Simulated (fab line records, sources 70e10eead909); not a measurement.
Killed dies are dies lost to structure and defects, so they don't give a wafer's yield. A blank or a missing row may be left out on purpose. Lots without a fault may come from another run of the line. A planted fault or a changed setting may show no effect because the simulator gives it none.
Which tool did it? | flow nand_harc | 14 lots, 42 wafers sampled, at 2 steps of a route of 1302

WHAT THE GAUGES READ, wafer by wafer
NHARC_P_CONTACT_OVL_MEAS_13.
lot  | measured     | on         | overlay_x_nm (nm) | overlay_y_nm (nm)
L924 | day 5 21:08  | overlay-01 | 0.1 -0.5 0.8      | -0.2 -0.8 -0.8
L926 | day 6 13:23  | overlay-02 | -1.0 -0.8 -0.8    | 0.4 0.1 0.1
L925 | day 6 14:00  | overlay-02 | -2.0 -2.0 -1.3    | -0.3 -0.9 -0.7
L928 | day 7 12:36  | overlay-01 | 0.3 0.5 0.5       | 1.1 0.7 0.8
L929 | day 7 21:11  | overlay-01 | -0.1 0.2 0.0      | 1.0 1.4 1.1
L931 | day 9 00:43  | overlay-01 | -0.5 -0.4 -0.8    | 0.8 0.5 1.0
L933 | day 9 15:41  | overlay-01 | 1.9 1.7 1.4       | 0.2 0.6 0.4
L939 | day 12 02:44 | overlay-01 | 1.0 0.8 0.9       | 0.9 1.1 1.4
L940 | day 12 15:46 | overlay-02 | 0.5 0.2 0.4       | 1.2 1.4 1.3
L941 | day 13 05:04 | overlay-02 | -0.8 -1.0 -0.8    | -0.9 -0.6 0.0
L942 | day 13 06:01 | overlay-01 | 0.3 0.7 0.6       | -0.9 -0.4 -0.8
L944 | day 14 04:14 | overlay-02 | -0.4 -1.0 -0.8    | 0.9 0.3 1.0
L945 | day 14 16:53 | overlay-02 | -0.4 -0.8 -0.5    | 0.9 0.0 0.4
L946 | day 15 07:43 | overlay-01 | -0.5 -0.1 0.1     | 1.2 0.3 1.4

WHICH TOOL RAN EACH LOT (tool, then ch and the chambers of the sampled wafers, then the start)
lot  | NHARC_P_CONTACT_DEP_00
L924 | pecvd-04 ch 0,1,2, day 5 21:08 or earlier
L926 | pecvd-04 ch 1,2, day 6 13:23 or earlier
L925 | pecvd-04 ch 0,1,2, day 6 14:00 or earlier
L928 | pecvd-04 ch 0,2, day 7 12:36 or earlier
L929 | pecvd-04 ch 0,1, day 7 21:11 or earlier
L931 | pecvd-02 ch 0,1, day 9 00:43 or earlier
L933 | pecvd-02 ch 0,1, day 9 15:41 or earlier
L939 | pecvd-04 ch 0,1, day 12 02:44 or earlier
L940 | pecvd-02 ch 0,1, day 12 15:46 or earlier
L941 | pecvd-02 ch 1,2, day 13 05:04 or earlier
L942 | pecvd-01 ch 0,1, day 13 06:01 or earlier
L944 | pecvd-04 ch 0,1,2, day 14 04:14 or earlier
L945 | pecvd-01 ch 0,2, day 14 16:53 or earlier
L946 | pecvd-04 ch 0,1,2, day 15 07:43 or earlier
- NHARC_P_CONTACT_DEP_00: deposits SiO2, target thk 500 nm.

WHAT THE TOOLS THEMSELVES READ (means of the sampled wafers that have a number; where no wafer has one, the mark that the record gives instead)
NHARC_P_CONTACT_DEP_00.
lot  | tool     | heater_power_w (W) | throttle_valve_pct (%)
L924 | pecvd-04 | 652                | 16.2
L926 | pecvd-04 | 610                | 16.5
L925 | pecvd-04 | 645                | 16.5
L928 | pecvd-04 | 628                | 16.1
L929 | pecvd-04 | 580                | 15.9
L931 | pecvd-02 | 466                | 15.8
L933 | pecvd-02 | 424                | 16.1
L939 | pecvd-04 | 522                | 15.9
L940 | pecvd-02 | 470                | 15.8
L941 | pecvd-02 | 473                | 15.5
L942 | pecvd-01 | 615                | 15.7
L944 | pecvd-04 | 607                | 16.3
L945 | pecvd-01 | 552                | 15.7
L946 | pecvd-04 | 533                | 16.3

THE ANSWER, worked out from the rows above alone
Rule: what is usual is taken from the lots themselves. Put in order of their means at a reading, lots are off if they are a third of the lots or fewer, leave a main group of 4 or more, and stand apart from it by a gap of 3 or more times the standard deviation of the main group's means; of several such gaps the widest counts. A main group whose means are all the same, to the digits that the tables above print for the reading, isn't used. A lot without any number at a reading at which 4 lots or more have one is off too. The other lots that the step has rows for count as sound. The gauges are gone through in route order, then the tools' own readings, and for those a lot's mean is taken as printed above. The first step at which some lot is off is used, and at that step the reading that is off furthest; a lot without a number counts as furthest.
No lot is off at any reading shown: from this, nothing can be told.

WHAT THE SIMULATOR HAD PUT IN
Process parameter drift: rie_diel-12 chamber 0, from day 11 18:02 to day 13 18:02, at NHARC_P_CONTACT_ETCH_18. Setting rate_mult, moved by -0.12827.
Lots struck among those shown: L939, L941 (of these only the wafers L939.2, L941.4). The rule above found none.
